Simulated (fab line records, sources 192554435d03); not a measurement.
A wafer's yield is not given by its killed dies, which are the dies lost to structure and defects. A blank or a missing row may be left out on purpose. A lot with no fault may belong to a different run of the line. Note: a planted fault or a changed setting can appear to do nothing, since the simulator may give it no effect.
A lot that was struck, set against a sound lot + flow n5_finfet + 37 steps out of a route of 1938
Sound: wafers L791.3, L791.4, L791.5. Struck: wafer L785.2 (left out: L785.5, L785.6 of the same lot, which were not struck); the cause appears at the end.
For every step that has rows: the tool of each side, followed by ch and its chambers, followed by its first start. Under that, the readings that differ: sound wafers + struck wafers + difference of the means + sigmas: that difference in standard deviations of wafers without a fault.
alike: same words and numbers on both sides, and readings whose means sit less than 2 such deviations apart. not compared: any withheld reading, any reading some wafer has no value for, any bound like >300 that may hide the same value, and any number with overlapping values for which the record gives no deviation.
Wherever a step has rows on one side only, a row that says differs or no value, or a row with sigmas, the two part there. Non-overlapping numbers with no deviation appear without sigmas and do not part them. A reading missing from all wafers of one side parts the sides only when that side holds two or more wafers.

first, 9 steps without rows for these wafers: N5_BEOL_M4_ANNEAL_95 (time 240 s); N5_BEOL_M4_SPUTTER_96 (material Cu, target thk 4.5 nm, time 8.29 s); N5_BEOL_M4_ECD_50 (material Cu, target thk 300 nm); N5_BEOL_M4_ANNEAL_51 (time 90 s); N5_BEOL_M4_CMP_52 (polishes, stops on SiOC, t overpolish 6.8 s, target thk 40 nm); N5_BEOL_M4_PRE_CLEAN_60 (time 15 s); N5_BEOL_M4_CO_CAP_55 (material Co, precursor CCTBA/H2, target thk 2 nm, time 102.1 s); N5_BEOL_M4_PRE_CLEAN_56 (time 15 s); N5_BEOL_M4_DEP_57 (deposits SiCN from 3MS/NH3, target thk 8 nm, time 14 s).
N5_BEOL_M4_RC_MEAS_101:
  sound on prober-02 ch 0, day 14 00:53; struck on prober-02 ch 0, day 12 10:18
  alike: DIBL_N, DIBL_P, IOFF_N, IOFF_P, ION_N, ION_P, SS_N, SS_P, VT_N, VT_P
then, 24 steps without rows for these wafers: N5_BEOL_M5_ILD_DEP_00 (deposits SiCOH lowk from DEMS/porogen, target thk 140.64 nm, time 25.9 s); N5_BEOL_M5_CURE_79 (cures SiCOH lowk, time 240 s); N5_BEOL_M5_PECVD_70 (deposits SiO2 from TEOS/O2, target thk 16 nm, time 18 s); N5_BEOL_M5_HM_DEP_02 (deposits TiN, target thk 20 nm); N5_BEOL_M5_COAT_59 (time 60 s, resist thk 60 nm); N5_BEOL_M5_COAT_60 (time 60 s, resist thk 12 nm); N5_BEOL_M5_COAT_71 (time 60 s, resist thk 5 nm); N5_BEOL_M5_COAT_05 (resist thk 30 nm); N5_BEOL_M5_EBR_07; N5_BEOL_M5_SOFTBAKE_06 (time 60 s); N5_BEOL_M5_EXPOSE_08 (exposes mask M5, target cd 28 nm); N5_BEOL_M5_PEB_09 (peb time 60 s); N5_BEOL_M5_DEVELOP_10 (develop time 30 s); N5_BEOL_M5_DESCUM_16 (chemistry O2, time 7 s); N5_BEOL_M5_ETCH_72 (etches underlayer in N2/H2, target depth 6.5 nm, time 5.2 s); N5_BEOL_M5_ETCH_61 (etches SiARC in CF4, target depth 15.6 nm, time 26 s); N5_BEOL_M5_ETCH_62 (etches SOC in N2/H2, target depth 75 nm, overetch 15 nm, time 112.5 s); N5_BEOL_M5_STRIP_63 (strips in N2/H2); N5_BEOL_M5_STRIP_73 (strips in N2/H2); N5_BEOL_M5_STRIP_64 (strips in CF4); N5_BEOL_M5_HM_OPEN_17 (chemistry Cl2/BCl3, target TiN, target depth 20 nm, overetch 6 nm); N5_BEOL_M5_STRIP_19 (strips in O2); N5_BEOL_M5_COAT_65 (time 60 s, resist thk 60 nm); N5_BEOL_M5_COAT_66 (time 60 s, resist thk 12 nm).
-- the record jumps here: 4 days lie between the struck wafers' starts before and after (it left off in module BEOL_M5 and takes up again in module PASSIVATION, whose first step shown is number 1916 of the route) --
N5_PASSIVATION_PECVD_35: deposits SiNx from SiH4/NH3/N2, target thk 700 nm, time 151.3 s.
  sound on pecvd-03 ch 0,1,2, day 18 08:14; struck on pecvd-02 ch 2, day 16 13:01
| reading                                        | sound             | struck | difference | sigmas      |
|------------------------------------------------|-------------------|--------|------------|-------------|
| run_length_s (s)                               | 196.0 194.8 196.3 | 290.2  | +94.5      | +99 or more |
| showerhead_plenum_p_Torr (Torr)                | 8.67 8.56 8.65    | 8.81   | +0.18      | +3          |
| showerhead_vpp_V (V)                           | 2237 2196 2242    | 2635   | +410       | +3          |
| model.SiNx_of_PASSIVATION_PECVD_35.thk_nm (nm) | 700.6 720.6 705.6 | 1125   | +416       |             |
  alike: heater_power_w, throttle_valve_pct
N5_PASSIVATION_STRIP_52: strips in post etch residue remover, time 1200 s.
  sound on wet_bench-02 ch 5,6,7, day 18 09:30; struck on wet_bench-03 ch 0, day 16 14:17
| reading                                        | sound             | struck | difference | sigmas |
|------------------------------------------------|-------------------|--------|------------|--------|
| model.SiNx_of_PASSIVATION_PECVD_35.thk_nm (nm) | 700.4 720.2 705.2 | 1125   | +416       |        |
N5_PASSIVATION_PROBE_49:
  record: rows for the struck wafers here (prober-02, day 16 16:45), none for the sound ones

== WHERE THEY PART ==
At N5_PASSIVATION_PECVD_35 first; at N5_PASSIVATION_PROBE_49 last (within this record only).

WHY: the cause the simulator had injected
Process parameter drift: pecvd-02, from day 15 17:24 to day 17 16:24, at N5_PASSIVATION_PECVD_35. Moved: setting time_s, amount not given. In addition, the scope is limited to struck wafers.
